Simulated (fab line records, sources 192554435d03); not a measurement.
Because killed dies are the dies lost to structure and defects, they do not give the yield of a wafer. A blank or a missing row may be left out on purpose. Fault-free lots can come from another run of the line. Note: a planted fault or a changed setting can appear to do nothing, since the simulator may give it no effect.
Comparing a struck lot with a sound one / flow n5 finfet / 14 out of 1938 route steps
Sound: these wafers, L177.2, L177.5, L177.6. The struck wafers were L168.2, L168.4, L168.5. The cause is given at the end.
For every step that has rows: the tool of each side, followed by ch and its chambers, followed by its first start. Under that, the readings that differ: sound wafers / struck wafers / difference of the means / sigmas: that difference in standard deviations of wafers without a fault.
alike: words and numbers the same on both sides, and readings whose means are apart by under 2 such deviations; not compared: readings that were withheld, readings missing a value for some wafer, numbers with overlapping values and no deviation given by the record, and bounds like >300 which may hide the same value.
Wherever a step has rows on one side only, a row that says differs or no value, or a row with sigmas, the two part there. Numbers that don't overlap but have no deviation are shown without sigmas and don't part them. A reading missing from all wafers of one side parts the sides only when that side holds two or more wafers.

N5_BEOL_M5_PRE_CLEAN_77: time 15 s.
  sound on cvd co-01 ch 0,2, day 13 11:49; struck on cvd co-01 ch 0,1,2, day 11 10:44
  alike: heater power w
  not compared: since wet clean h
N5_BEOL_M5_CO_CAP_78: material Co, precursor CCTBA/H2, target thk 2 nm, time 102.1 s.
  sound on cvd co-01 ch 0,2, day 13 11:51; struck on cvd co-01 ch 0,1,2, day 11 10:47
  alike: chamber pressure Torr, heater power w
  not compared: since wet clean h
then, 1 step without rows for these wafers: N5_BEOL_M5_PRE_CLEAN_55 (time 15 s).
N5_BEOL_M5_DEP_56: deposits SiCN from 3MS/NH3, target thk 8 nm, time 14 s.
  sound on pecvd-01 ch 0,1, day 13 11:58; struck on pecvd-03 ch 0,1, day 11 10:54
reading=showerhead plenum p Torr (Torr); sound=3.660 3.649 3.655; struck=3.692 3.677 3.694; difference=+0.033; sigmas=+3
  alike: chamber pressure Torr, throttle valve pct
  not compared: since wet clean h
N5_BEOL_M5_RS_MEAS_57: uses a four-point probe to measure.
  sound on film metro-01, day 13 12:02; struck on film metro-02, day 11 10:58
  alike: M5_RS
N5_BEOL_M5_INSPECT_58: inspects for defects (darkfield).
  sound on defect inspect-02, day 13 12:04; struck on defect inspect-01, day 11 10:59
  alike: raw defect count
then, 2 steps without rows for these wafers: N5_BEOL_M6_ILD_DEP_00 (deposits SiCOH lowk from DEMS/porogen, target thk 179.75 nm, time 33.4 s); N5_BEOL_M6_CURE_74 (cures SiCOH lowk, time 240 s).
N5_BEOL_M6_THK_MEAS_01:
  sound on film metro-01, day 13 12:43; struck on film metro-01, day 11 12:05
reading=M6_ILD_THK (nm); sound=151.2 154.4 153.9; struck=155.9 158.0 159.1; difference=+4.5; sigmas=+2
N5_BEOL_M6_PECVD_70: deposits SiO2 from TEOS/O2, target thk 20 nm, time 22.7 s.
  sound on pecvd-02 ch 0,1,2, day 13 12:45; struck on pecvd-04 ch 0,2, day 11 12:07
  alike: chamber pressure Torr, heater power w, showerhead plenum p Torr, throttle valve pct
  not compared: since wet clean h
N5_BEOL_M6_HM_DEP_02: deposits TiN, target thk 20 nm.
  sound on pvd sputter-03, day 13 15:02; struck on pvd sputter-02, day 11 12:46
  alike: throttle valve pct
then, 1 step without rows for these wafers: N5_BEOL_M6_COAT_59 (time 60 s, resist thk 100 nm).
N5_BEOL_M6_COAT_60: time 60 s, resist thk 35 nm.
  sound on litho track-05 ch 0, day 13 15:10; struck on litho track-01 ch 0, day 11 12:53
reading=heater power total W (W); sound=430.4 426.9 426.9; struck=411.6 415.6 416.4; difference=-13.5; sigmas=-6
reading=plate temp C (C); sound=220.06 220.26 220.16; struck=214.96 214.48 214.58; difference=-5.49; sigmas=-37
  alike: exhaust pa
then, 1 step without rows for these wafers: N5_BEOL_M6_COAT_05 (resist thk 90 nm).

== WHERE THEY PART ==
At N5_BEOL_M5_DEP_56 first; at N5_BEOL_M6_COAT_60 last (within this record only).

WHY: what had been put in by the simulator
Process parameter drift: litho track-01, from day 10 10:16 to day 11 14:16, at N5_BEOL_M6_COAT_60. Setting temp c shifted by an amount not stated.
